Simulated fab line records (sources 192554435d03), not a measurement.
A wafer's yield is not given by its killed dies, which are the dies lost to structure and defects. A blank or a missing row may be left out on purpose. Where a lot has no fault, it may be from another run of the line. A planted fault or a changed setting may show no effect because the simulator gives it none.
fab line records | flow n5Finfet
record lots=12 | wafers=36 | lastDay=17
route steps=1938 shown BEOL_M4@1097 BEOL_M5@1118 PASSIVATION@1936
lots untouched by any fault: they come from a run of this same line in which no faults occurred
startH: the number of hours between the record's first day and the start of the first shown wafer of the lot | waitH: how many hours have passed since the lot's step before this one | " unchanged from the row above | L1.1+2: a single row standing in for several wafers | - no value, or no start was given | * or withheld: withheld | < > ~ a bound
route shown NAME@n: a module of which the file shows steps, and the number in the route of the first | usual: mean/standard deviation taken from wafers without a fault | same: alike in all rows | chamber/n: place in a boat | sites: each site's reading | _std_site: how widely they spread, as a standard deviation | _edge_site: mean of outer sites minus mean of inner sites | radiusMm: how far each site lies from the wafer's centre | mask NAME#n: copy n | behind: the tool/chamber that last shaped the wafer | hold: cause of the lot's hold/its duration in hours/its outcome | device: whichever transistor did not switch (one of n, p or np) | end of line: the route-end tests of the same wafers | a step given without rows: its recipe and nothing more | killed: dies lost to structure and defects at the first sort, not the wafer's yield | map: the dies of a wafer, with x for killed, . for not killed, _ for no die there
set.NAME: setting as actually run; set.NAME@STEP: the setting as run at that earlier step | model.NAME: the simulator's own value behind a step, which no gauge read
steps of the route over a sample of lots; a table a step, a row a wafer
services: when a tool's chamber went out of use (startH, in hours from the record's first day, below 0 if earlier), for how many hours, and the reason
## steps
# step N5_BEOL_M4_ANNEAL_93
# recipe tempC=400 | timeS=240 | ambient=vacuum
# usual heaterPowerW=869/63
lot.wafer | tool          | chamber | startH | waitH | heaterPowerW
L116.4    | pvdSputter-02 | -       | 153.52 | 0.0   | 790
L116.5    | "             | -       | "      | "     | 876
L116.6    | "             | -       | "      | "     | 916
L119.1    | pvdSputter-03 | -       | 176.99 | 0.0   | 817
L119.2    | "             | -       | "      | "     | 863
L119.5    | "             | -       | "      | "     | 788
L118.1    | pvdSputter-02 | -       | 179.39 | 0.0   | 873
L118.3    | "             | -       | "      | "     | 919
L118.5    | "             | -       | "      | "     | 851
L120.1    | pvdSputter-03 | -       | 195.95 | 0.0   | 958
L120.3    | "             | -       | "      | "     | 790
L120.5    | "             | -       | "      | "     | 871
L123.3    | pvdSputter-01 | -       | 203.68 | 0.0   | 869
L123.4    | "             | -       | "      | "     | 894
L123.5    | "             | -       | "      | "     | 861
L128.1    | pvdSputter-01 | -       | 231.32 | 0.0   | 905
L128.2    | "             | -       | "      | "     | 849
L128.6    | "             | -       | "      | "     | 918
L129.1    | pvdSputter-03 | -       | 234.43 | 0.0   | 800
L129.2    | "             | -       | "      | "     | 844
L129.3    | "             | -       | "      | "     | 816
L130.1    | pvdSputter-01 | -       | 254.24 | 0.0   | 860
L130.4    | "             | -       | "      | "     | 894
L130.5    | "             | -       | "      | "     | 825
L131.1    | pvdSputter-01 | -       | 256.41 | 0.0   | 843
L131.3    | "             | -       | "      | "     | 852
L131.6    | "             | -       | "      | "     | 855
L133.1    | pvdSputter-01 | -       | 271.26 | 0.0   | 856
L133.2    | "             | -       | "      | "     | 827
L133.6    | "             | -       | "      | "     | 860
L134.1    | pvdSputter-03 | -       | 281.56 | 0.0   | 860
L134.2    | "             | -       | "      | "     | 795
L134.3    | "             | -       | "      | "     | 932
L139.2    | pvdSputter-03 | -       | 296.81 | 0.0   | 815
L139.3    | "             | -       | "      | "     | 951
L139.6    | "             | -       | "      | "     | 802
# step N5_BEOL_M4_SPUTTER_96
# recipe material=Cu | targetThkA=45 | tempC=-20 | chamberPressurePa=0.07 | powerW=withheld | timeS=8.29
# usual throttleValvePct=30.2/0.94
lot.wafer | tool          | chamber | startH | waitH | throttleValvePct
L116.4    | pvdSputter-02 | -       | 153.88 | 0.1   | 29.2
L116.5    | "             | -       | "      | "     | 28.9
L116.6    | "             | -       | "      | "     | 28.9
L119.1    | pvdSputter-03 | -       | 177.35 | 0.1   | 29.7
L119.2    | "             | -       | "      | "     | 29.2
L119.5    | "             | -       | "      | "     | 30.4
L118.1    | pvdSputter-02 | -       | 179.75 | 0.1   | 29.1
L118.3    | "             | -       | "      | "     | 29.1
L118.5    | "             | -       | "      | "     | 29.0
L120.1    | pvdSputter-03 | -       | 196.31 | 0.1   | 31.9
L120.3    | "             | -       | "      | "     | 30.1
L120.5    | "             | -       | "      | "     | 29.3
L123.3    | pvdSputter-01 | -       | 204.04 | 0.1   | 31.8
L123.4    | "             | -       | "      | "     | 30.5
L123.5    | "             | -       | "      | "     | 32.1
L128.1    | pvdSputter-01 | -       | 231.68 | 0.1   | 31.0
L128.2    | "             | -       | "      | "     | 32.0
L128.6    | "             | -       | "      | "     | 30.9
L129.1    | pvdSputter-03 | -       | 234.79 | 0.1   | 30.0
L129.2    | "             | -       | "      | "     | 29.5
L129.3    | "             | -       | "      | "     | 29.7
L130.1    | pvdSputter-01 | -       | 254.60 | 0.1   | 32.0
L130.4    | "             | -       | "      | "     | 30.7
L130.5    | "             | -       | "      | "     | 30.2
L131.1    | pvdSputter-01 | -       | 256.77 | 0.1   | 31.7
L131.3    | "             | -       | "      | "     | 29.8
L131.6    | "             | -       | "      | "     | 29.8
L133.1    | pvdSputter-01 | -       | 271.62 | 0.1   | 31.8
L133.2    | "             | -       | "      | "     | 29.8
L133.6    | "             | -       | "      | "     | 30.2
L134.1    | pvdSputter-03 | -       | 281.92 | 0.1   | 29.3
L134.2    | "             | -       | "      | "     | 30.2
L134.3    | "             | -       | "      | "     | 31.9
L139.2    | pvdSputter-03 | -       | 297.17 | 0.1   | 30.0
L139.3    | "             | -       | "      | "     | 31.6
L139.6    | "             | -       | "      | "     | 29.9
# step N5_BEOL_M4_THK_MEAS_53
# recipe thkMeasGauge=xrf | reads=Cu_of_BEOL_M4_ECD_50
# usual M4_THK=40.0/1.2
lot.wafer | tool         | chamber | startH | waitH | M4_THK[nm]
L116.4    | filmMetro-02 | -       | 155.16 | -     | 39.5
L116.5    | "            | -       | "      | "     | 39.5
L116.6    | "            | -       | "      | "     | 39.5
L119.1    | filmMetro-01 | -       | 178.14 | -     | 40.1
L119.2    | "            | -       | "      | "     | 41.6
L119.5    | "            | -       | "      | "     | 41.4
L118.1    | filmMetro-02 | -       | 180.54 | -     | 42.2
L118.3    | "            | -       | "      | "     | 40.8
L118.5    | "            | -       | "      | "     | 40.5
L120.1    | filmMetro-01 | -       | 197.10 | -     | 38.9
L120.3    | "            | -       | "      | "     | 39.1
L120.5    | "            | -       | "      | "     | 38.9
L123.3    | filmMetro-02 | -       | 204.92 | -     | 40.1
L123.4    | "            | -       | "      | "     | 39.6
L123.5    | "            | -       | "      | "     | 39.2
L128.1    | filmMetro-01 | -       | 232.60 | -     | 38.7
L128.2    | "            | -       | "      | "     | 41.3
L128.6    | "            | -       | "      | "     | 40.4
L129.1    | filmMetro-01 | -       | 235.57 | -     | 39.9
L129.2    | "            | -       | "      | "     | 40.0
L129.3    | "            | -       | "      | "     | 40.3
L130.1    | filmMetro-02 | -       | 255.76 | -     | 40.1
L130.4    | "            | -       | "      | "     | 39.4
L130.5    | "            | -       | "      | "     | 40.0
L131.1    | filmMetro-01 | -       | 257.72 | -     | 39.7
L131.3    | "            | -       | "      | "     | 40.5
L131.6    | "            | -       | "      | "     | 40.0
L133.1    | filmMetro-02 | -       | 272.40 | -     | 41.4
L133.2    | "            | -       | "      | "     | 40.4
L133.6    | "            | -       | "      | "     | 41.9
L134.1    | filmMetro-02 | -       | 282.71 | -     | 40.4
L134.2    | "            | -       | "      | "     | 40.2
L134.3    | "            | -       | "      | "     | 38.3
L139.2    | filmMetro-02 | -       | 297.96 | -     | 38.9
L139.3    | "            | -       | "      | "     | 40.7
L139.6    | "            | -       | "      | "     | 40.3
# step N5_BEOL_M5_COAT_60
# recipe resist=SiARC | tempC=220 | timeS=60 | spinRpm=1500 | resistThkNm=12
# usual runLengthS=66.03/0.11
lot.wafer | tool          | chamber | startH | waitH | runLengthS
L116.4    | lithoTrack-01 | 0       | 158.68 | -     | 66.03
L116.5    | "             | 0       | "      | "     | 66.04
L116.6    | "             | 0       | "      | "     | 66.18
L119.1    | lithoTrack-01 | 0       | 182.24 | -     | 65.87
L119.2    | "             | 0       | "      | "     | 65.90
L119.5    | "             | 0       | "      | "     | 66.01
L118.1    | lithoTrack-01 | 0       | 183.75 | -     | 66.07
L118.3    | "             | 0       | "      | "     | 65.86
L118.5    | "             | 0       | "      | "     | 65.90
L120.1    | lithoTrack-04 | 0       | 199.81 | -     | 66.03
L120.3    | "             | 0       | "      | "     | 65.94
L120.5    | "             | 0       | "      | "     | 66.01
L123.3    | lithoTrack-01 | 0       | 208.05 | -     | 73.25
L123.4    | "             | 0       | "      | "     | 73.15
L123.5    | "             | 0       | "      | "     | 73.15
L128.1    | lithoTrack-04 | 0       | 235.76 | -     | 66.07
L128.2    | "             | 0       | "      | "     | 66.31
L128.6    | "             | 0       | "      | "     | 66.01
L129.1    | lithoTrack-02 | 0       | 239.49 | -     | 66.02
L129.2    | "             | 0       | "      | "     | 65.90
L129.3    | "             | 0       | "      | "     | 65.93
L130.1    | lithoTrack-04 | 0       | 257.90 | -     | 66.12
L130.4    | "             | 0       | "      | "     | 66.15
L130.5    | "             | 0       | "      | "     | 65.96
L131.1    | lithoTrack-04 | 0       | 260.47 | -     | 66.14
L131.3    | "             | 0       | "      | "     | 66.01
L131.6    | "             | 0       | "      | "     | 66.08
L133.1    | lithoTrack-04 | 0       | 276.09 | -     | 66.03
L133.2    | "             | 0       | "      | "     | 66.14
L133.6    | "             | 0       | "      | "     | 65.95
L134.1    | lithoTrack-04 | 0       | 286.56 | -     | 66.02
L134.2    | "             | 0       | "      | "     | 66.02
L134.3    | "             | 0       | "      | "     | 66.09
L139.2    | lithoTrack-04 | 0       | 301.86 | -     | 66.03
L139.3    | "             | 0       | "      | "     | 66.16
L139.6    | "             | 0       | "      | "     | 66.00
# step N5_PASSIVATION_PROBE_49
# usual defectLimitedYield=91.3/1.4 | killed_at_M0_to_M3=35/11 | killed_at_M4_up=14/5.4 | killedAtContacts=12/6.2 | killedAtFrontEnd=38/11 | killedAtOther=4.1/2.8 | killedDies=103/17 | killedOpen=66/13 | killedShort=34/8.2 | sort_bin_5_function=5.1/0.89 | sort_bin_6_memory=3.3/0.72 | sortNPass=1077/17 | sortYieldPct=91.3/1.4
# same grossDies=1180 | killedAtBackSide=0 | sort_bin_4_leakage[%]=0 | sort_bin_8_speed[%]=0
lot.wafer | tool      | chamber | startH | waitH | defectLimitedYield[%] | killed_at_M0_to_M3 | killed_at_M4_up | killedAtContacts | killedAtFrontEnd | killedAtOther | killedDies | killedOpen | killedShort | sort_bin_5_function[%] | sort_bin_6_memory[%] | sortNPass | sortYieldPct[%]
L128.2    | prober-02 | -       | 339.46 | 0.1   | 89.0                  | 58                 | 25              | 18               | 25               | 4             | 130        | 77         | 52          | 6.8                    | 4.1                  | 1050      | 89.0
L128.6    | prober-02 | -       | 339.66 | 0.3   | 89.5                  | 50                 | 16              | 18               | 36               | 4             | 124        | 64         | 59          | 6.3                    | 3.6                  | 1056      | 89.5
L130.1    | prober-02 | -       | 362.96 | 0.0   | 88.7                  | 41                 | 22              | 9                | 53               | 8             | 133        | 97         | 36          | 6.9                    | 3.6                  | 1047      | 88.7
L130.4    | prober-02 | -       | 363.11 | 0.2   | 91.4                  | 31                 | 10              | 15               | 41               | 4             | 101        | 70         | 30          | 5.8                    | 2.5                  | 1079      | 91.4
L130.5    | prober-02 | -       | 363.16 | 0.2   | 89.7                  | 48                 | 18              | 6                | 43               | 6             | 121        | 83         | 36          | 5.7                    | 4.1                  | 1059      | 89.7
# killed by level:class
L128.2 BEOL_M0_SAQP:geometricParticle:short=16 BEOL_M0_SAQP:geometricParticle:open=15 MOL_CONTACT_COAG:geometricParticle:open=15 BEOL_M4:geometricParticle:open=11 BEOL_M1:geometricParticle:short=9 BEOL_M2:geometricParticle:open=8 BEOL_M4:geometricParticle:short=8 FIN_SAQP:geometricParticle:open=5
L128.6 BEOL_M0_SAQP:geometricParticle:short=12 BEOL_M2:geometricParticle:open=12 MOL_CONTACT_COAG:geometricParticle:open=11 BEOL_M1:geometricParticle:short=11 BEOL_M4:geometricParticle:short=11 FIN_SAQP:geometricParticle:short=9 BEOL_M0_SAQP:geometricParticle:open=8 MOL_CONTACT_COAG:geometricParticle:short=7
L130.1 FIN_SAQP:geometricParticle:open=14 BEOL_M4:geometricParticle:open=11 BEOL_M3:geometricParticle:open=10 BEOL_M1:geometricParticle:open=9 DUMMY_GATE:geometricParticle:open=8 MOL_CONTACT_COAG:geometricParticle:open=8 STI_FIN_REVEAL:geometricParticle:open=7 BEOL_M0_SAQP:geometricParticle:short=7
L130.4 MOL_CONTACT_COAG:geometricParticle:open=14 STI_FIN_REVEAL:geometricParticle:open=13 BEOL_M0_SAQP:geometricParticle:open=8 BEOL_M2:geometricParticle:open=8 FIN_SAQP:geometricParticle:short=6 BEOL_M0_SAQP:geometricParticle:short=6 BEOL_M4:geometricParticle:open=6 FIN_SAQP:geometricParticle:open=5
L130.5 BEOL_M0_SAQP:geometricParticle:short=12 BEOL_M0_SAQP:geometricParticle:open=12 STI_FIN_REVEAL:geometricParticle:open=8 BEOL_M2:geometricParticle:open=6 BEOL_M4:geometricParticle:open=6 FIN_SAQP:geometricParticle:open=5 DUMMY_GATE:geometricParticle:open=5 ILD0:geometricParticle:open=5
## services
tool          | chamber | startH | hours | kind
pvdSputter-03 | -       | 131.77 | 0.5   | repair
pvdSputter-03 | -       | 135.06 | 2.9   | repair
lithoTrack-02 | -       | 209.98 | -     | consumableReplace:filter
lithoTrack-01 | -       | 271.01 | -     | consumableReplace:filter
## key
firstSign step=N5_BEOL_M5_COAT_60 | reading=runLengthS | direction=up | sigmas=64 | usual=* | struck=*
effect none on later readings
metAt N5_BEOL_M5_COAT_60
struckLots L123
notActingAt N5_BEOL_M4_ANNEAL_93,N5_BEOL_M4_SPUTTER_96,N5_BEOL_M4_THK_MEAS_53
onsetBetween 183.75 208.05
fault kind=processParameterDrift | tool=lithoTrack-01 | chamber=- | onsetH=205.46 | steps=N5_BEOL_M5_COAT_60 | channel=timeS | offset=* | shape=step | actsIn=* | stated=*
